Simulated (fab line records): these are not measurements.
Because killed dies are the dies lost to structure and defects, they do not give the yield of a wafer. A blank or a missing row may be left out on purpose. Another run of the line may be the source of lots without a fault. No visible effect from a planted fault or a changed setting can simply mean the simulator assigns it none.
Matching of chambers / flow nand-harc / pecvd-01 running NHARC_A_CONTACT_DEP_85: 3 sister chambers
The step deposits SiON, target thk 60 nm. 14 wafers are shown with their chamber, then 7 later ones without.

== WAFERS, EACH WITH ITS CHAMBER ==
wafer=L907.1; chamber=1; heater-power-w (W)=655; heater-power-outer-w (W)=410; chamber-pressure-Torr (Torr)=3.507
wafer=L907.3; chamber=0; heater-power-w (W)=858; heater-power-outer-w (W)=509; chamber-pressure-Torr (Torr)=3.505
wafer=L907.5; chamber=2; heater-power-w (W)=725; heater-power-outer-w (W)=430; chamber-pressure-Torr (Torr)=3.503
wafer=L909.2; chamber=2; heater-power-w (W)=768; heater-power-outer-w (W)=442; chamber-pressure-Torr (Torr)=3.505
wafer=L909.4; chamber=1; heater-power-w (W)=543; heater-power-outer-w (W)=342; chamber-pressure-Torr (Torr)=3.498
wafer=L909.5; chamber=0; heater-power-w (W)=764; heater-power-outer-w (W)=439; chamber-pressure-Torr (Torr)=3.491
wafer=L913.3; chamber=2; heater-power-w (W)=676; heater-power-outer-w (W)=398; chamber-pressure-Torr (Torr)=3.484
wafer=L913.4; chamber=1; heater-power-w (W)=550; heater-power-outer-w (W)=335; chamber-pressure-Torr (Torr)=3.500
wafer=L913.5; chamber=2; heater-power-w (W)=695; heater-power-outer-w (W)=406; chamber-pressure-Torr (Torr)=3.495
wafer=L915.3; chamber=0; heater-power-w (W)=869; heater-power-outer-w (W)=504; chamber-pressure-Torr (Torr)=3.496
wafer=L915.5; chamber=2; heater-power-w (W)=789; heater-power-outer-w (W)=482; chamber-pressure-Torr (Torr)=3.507
wafer=L915.6; chamber=0; heater-power-w (W)=870; heater-power-outer-w (W)=517; chamber-pressure-Torr (Torr)=3.499
wafer=L912.2; chamber=0; heater-power-w (W)=867; heater-power-outer-w (W)=530; chamber-pressure-Torr (Torr)=3.500
wafer=L912.3; chamber=1; heater-power-w (W)=609; heater-power-outer-w (W)=379; chamber-pressure-Torr (Torr)=3.496

SIGNATURES, as means of the wafers listed above
reading=heater-power-w; chamber 0=845.60; chamber 1=589.25; chamber 2=730.60; scatter within a chamber=48.5
reading=heater-power-outer-w; chamber 0=499.80; chamber 1=366.50; chamber 2=431.60; scatter within a chamber=34.5
reading=chamber-pressure-Torr; chamber 0=3.49820; chamber 1=3.50025; chamber 2=3.49880; scatter within a chamber=0.00696
Rule: a wafer lies at a distance from a chamber equal to the root of the sum of squares, over the readings, of (its reading less the chamber's mean, divided by the reading's scatter). The wafer belongs to the nearest chamber; if the next one is less than 2 further off, it can't be placed. How the scatter is found: for the shown wafers, subtract from each reading the mean of its chamber, square and add these, divide the total by (wafers less chambers), then take the root.

== WAFERS MISSING THEIR CHAMBER ==
wafer=L912.4; heater-power-w (W)=604; heater-power-outer-w (W)=375; chamber-pressure-Torr (Torr)=3.497
wafer=L916.2; heater-power-w (W)=563; heater-power-outer-w (W)=327; chamber-pressure-Torr (Torr)=3.503
wafer=L916.4; heater-power-w (W)=558; heater-power-outer-w (W)=346; chamber-pressure-Torr (Torr)=3.499
wafer=L916.6; heater-power-w (W)=675; heater-power-outer-w (W)=407; chamber-pressure-Torr (Torr)=3.510
wafer=L925.2; heater-power-w (W)=574; heater-power-outer-w (W)=345; chamber-pressure-Torr (Torr)=3.499
wafer=L925.4; heater-power-w (W)=872; heater-power-outer-w (W)=498; chamber-pressure-Torr (Torr)=3.500
wafer=L925.5; heater-power-w (W)=581; heater-power-outer-w (W)=337; chamber-pressure-Torr (Torr)=3.488

== THE CHAMBER EACH PASSED THROUGH ==
wafer=L912.4; from the rows above=1; in truth=1
wafer=L916.2; from the rows above=1; in truth=1
wafer=L916.4; from the rows above=1; in truth=1
wafer=L916.6; from the rows above=can't be placed: 2 or 1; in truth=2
wafer=L925.2; from the rows above=1; in truth=1
wafer=L925.4; from the rows above=0; in truth=0
wafer=L925.5; from the rows above=1; in truth=1
Placed correctly: 6 of 7. Not placeable from these rows: 1 (in 1, the candidates include the true chamber). Placed wrongly: 0.
